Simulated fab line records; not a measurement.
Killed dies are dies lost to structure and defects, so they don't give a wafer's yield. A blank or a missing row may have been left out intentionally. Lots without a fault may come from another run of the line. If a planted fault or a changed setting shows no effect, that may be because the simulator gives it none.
Matching of chambers || flow n5-finfet || N5_BEOL_M0_DEP_125 on pecvd-02: 3 sister chambers
The step deposits SiCN from 3MS/NH3, target thk 8 nm, time 14 s. 6 wafers are shown with their chamber, then 7 later ones without.

== EACH WAFER AND ITS CHAMBER ==
{"wafer": "L475.6", "chamber": 2, "showerhead-plenum-p-Torr (Torr)": 3.648, "throttle-valve-pct (%)": 9.6}
{"wafer": "L479.1", "chamber": 0, "showerhead-plenum-p-Torr (Torr)": 3.651, "throttle-valve-pct (%)": 9.0}
{"wafer": "L479.3", "chamber": 2, "showerhead-plenum-p-Torr (Torr)": 3.659, "throttle-valve-pct (%)": 9.2}
{"wafer": "L479.6", "chamber": 1, "showerhead-plenum-p-Torr (Torr)": 3.680, "throttle-valve-pct (%)": 9.5}
{"wafer": "L483.2", "chamber": 1, "showerhead-plenum-p-Torr (Torr)": 3.679, "throttle-valve-pct (%)": 9.5}
{"wafer": "L483.3", "chamber": 0, "showerhead-plenum-p-Torr (Torr)": 3.642, "throttle-valve-pct (%)": 9.1}

== WAFERS WHOSE CHAMBER IS MISSING ==
{"wafer": "L483.5", "showerhead-plenum-p-Torr (Torr)": 3.674, "throttle-valve-pct (%)": 9.3}
{"wafer": "L487.4", "showerhead-plenum-p-Torr (Torr)": 3.689, "throttle-valve-pct (%)": 9.5}
{"wafer": "L487.5", "showerhead-plenum-p-Torr (Torr)": 3.682, "throttle-valve-pct (%)": 9.3}
{"wafer": "L487.6", "showerhead-plenum-p-Torr (Torr)": 3.656, "throttle-valve-pct (%)": 9.3}
{"wafer": "L490.1", "showerhead-plenum-p-Torr (Torr)": 3.642, "throttle-valve-pct (%)": 9.3}
{"wafer": "L490.2", "showerhead-plenum-p-Torr (Torr)": 3.676, "throttle-valve-pct (%)": 9.7}
{"wafer": "L490.3", "showerhead-plenum-p-Torr (Torr)": 3.653, "throttle-valve-pct (%)": 8.3}

== CHAMBER TAKEN BY EACH ==
{"wafer": "L483.5", "from the rows above": 1, "in truth": 1}
{"wafer": "L487.4", "from the rows above": 1, "in truth": 1}
{"wafer": "L487.5", "from the rows above": 1, "in truth": 1}
{"wafer": "L487.6", "from the rows above": "can't be placed: 2 or 0", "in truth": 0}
{"wafer": "L490.1", "from the rows above": "can't be placed: 0 or 2", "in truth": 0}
{"wafer": "L490.2", "from the rows above": 1, "in truth": 1}
{"wafer": "L490.3", "from the rows above": "can't be placed: 0 or 2", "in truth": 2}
Placed correctly: 4 of 7. Can't be placed from these rows: 3 (the true chamber is among the candidates in 3). 0 placed wrongly.
How it was worked out, from the rows above alone: a wafer's distance from a chamber is the root of the sum, over the readings, of the square of ((its reading less the chamber's mean) divided by the reading's scatter). The wafer belongs to the nearest chamber; if the next one is less than 2 further off, it can't be placed. The mean given for a chamber averages the wafers shown for that chamber. The scatter is the square root of a quotient: the sum, over the shown wafers, of each reading's squared deviation from its chamber's mean, divided by wafers minus chambers.
